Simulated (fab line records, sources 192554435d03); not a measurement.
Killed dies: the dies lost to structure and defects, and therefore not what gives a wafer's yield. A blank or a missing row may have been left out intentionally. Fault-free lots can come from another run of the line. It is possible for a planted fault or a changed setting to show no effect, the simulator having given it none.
3 desks looking at one fault | flow n5-finfet | only its own numbers are on each desk; what lay behind them is given at the end

FOR THE TOOL OWNER'S DESK: arfi-scanner-02
The tool's own readings at N5_BEOL_M0_SAQP_EXPOSE_11 (exposes mask M0 CORE, target cd 42 nm): means of the sampled wafers that have a number, for each lot that ran on this tool. The brackets show how far a lot's mean lies from the usual mean; more than 4 standard deviations puts the lot out of limits, marked OUT.
Columns: A = stage-vel-mm-s at N5_BEOL_M0_SAQP_EXPOSE_11, usual 499.95 mm/s
lot  | first seen here | A
L230 | day 5 20:38     | 499.84
L232 | day 6 04:07     | 500.00
L243 | day 9 06:55     | 500.01
L244 | day 9 08:05     | 499.79
This desk found nothing out of limits on any of the 4 lots.

THE DEFECT DESK
Per lot, the means of the sampled wafers with a number show what the inspections along the route counted. The brackets show how far a lot's mean lies from the usual mean; more than 4 standard deviations puts the lot out of limits, marked OUT.
Columns: A = raw-defect-count at N5_BEOL_M0_SAQP_INSPECT_16, usual 528
lot  | first seen here | A
L230 | day 5 20:49     | 622
L232 | day 6 04:17     | 546
L234 | day 6 18:23     | 557
L235 | day 6 23:31     | 536
L243 | day 9 07:05     | 611
L244 | day 9 08:15     | 532
L247 | day 10 04:43    | 403
L248 | day 10 06:14    | 444
L249 | day 10 16:01    | 469
This desk found nothing out of limits on any of the 9 lots.

THE METROLOGY DESK
Means of the sampled wafers that have a number, per lot and without regard to the tool the lot ran on: this is what the gauges read. The brackets show how far a lot's mean lies from the usual mean; more than 4 standard deviations puts the lot out of limits, marked OUT. It has 11 readings, of which 7 appear: the earliest out of limits, and the ones furthest out on some lot.
Columns: A = M0_CORE_OVL at N5_BEOL_M0_SAQP_OVL_MEAS_15, usual 0.2 nm; B = DIBL_N at N5_BEOL_M4_RC_MEAS_101, usual 36.0 mV/V; C = IOFF_N at N5_BEOL_M4_RC_MEAS_101, usual 0.16 nA/um; D = ION_N at N5_BEOL_M4_RC_MEAS_101, usual 672 uA/um; E = ION_P at N5_BEOL_M4_RC_MEAS_101, usual 461 uA/um; F = SS_N at N5_BEOL_M4_RC_MEAS_101, usual 71.4 mV/dec; G = SS_P at N5_BEOL_M4_RC_MEAS_101, usual 73.2 mV/dec
lot  | first seen here | A              | B    | C    | D   | E   | F    | G
L230 | day 5 20:47     | 0.2            | 32.6 | 0.12 | 672 | 462 | 70.6 | 72.2
L232 | day 6 04:16     | 0.4            | 35.6 | 0.12 | 665 | 463 | 71.0 | 72.5
L234 | day 6 18:22     | 0.5            | 35.9 | 0.16 | 667 | 463 | 71.7 | 73.7
L235 | day 6 23:30     | 0.8            | 34.4 | 0.13 | 662 | 457 | 70.8 | 72.3
L243 | day 9 07:04     | 13.5 (+19) OUT | 35.7 | 0.16 | 669 | 463 | 71.6 | 73.5
L244 | day 9 08:14     | 13.2 (+19) OUT | 35.4 | 0.15 | 673 | 460 | 71.3 | 73.1
L247 | day 10 04:42    | 1.1            | 39.4 | 0.21 | 693 | 468 | 72.1 | 74.5
L248 | day 10 06:13    | 0.6            | 34.1 | 0.12 | 651 | 451 | 70.3 | 72.1
L249 | day 10 15:59    | -0.1           | 37.3 | 0.18 | 687 | 461 | 71.8 | 73.0
This desk finds L243, L244 out of limits, with the earliest case on L243 at day 9 07:04 (M0_CORE_OVL at N5_BEOL_M0_SAQP_OVL_MEAS_15). In limits: L230, L232, L234, L235, L247, L248, L249.

BROUGHT TOGETHER
Metrology desk: alarm possible at day 9 07:04 on L243, L244.
The desk of the tool owner found nothing out of limits.
Nothing the defect desk looked at was out of limits.
On record at the tool owner's desk: L243, L244, within its limits.
The defect desk has L243, L244 on record, within its limits.
The lots listed all ran N5_BEOL_M0_SAQP_EXPOSE_11 on arfi-scanner-02.

WHAT WAS PUT IN BY THE SIMULATOR
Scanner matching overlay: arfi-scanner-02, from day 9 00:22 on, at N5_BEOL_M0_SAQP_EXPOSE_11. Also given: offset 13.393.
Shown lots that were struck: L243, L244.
Hours from the fault's start to each desk's first reading out of limits: the metrology desk, 7.
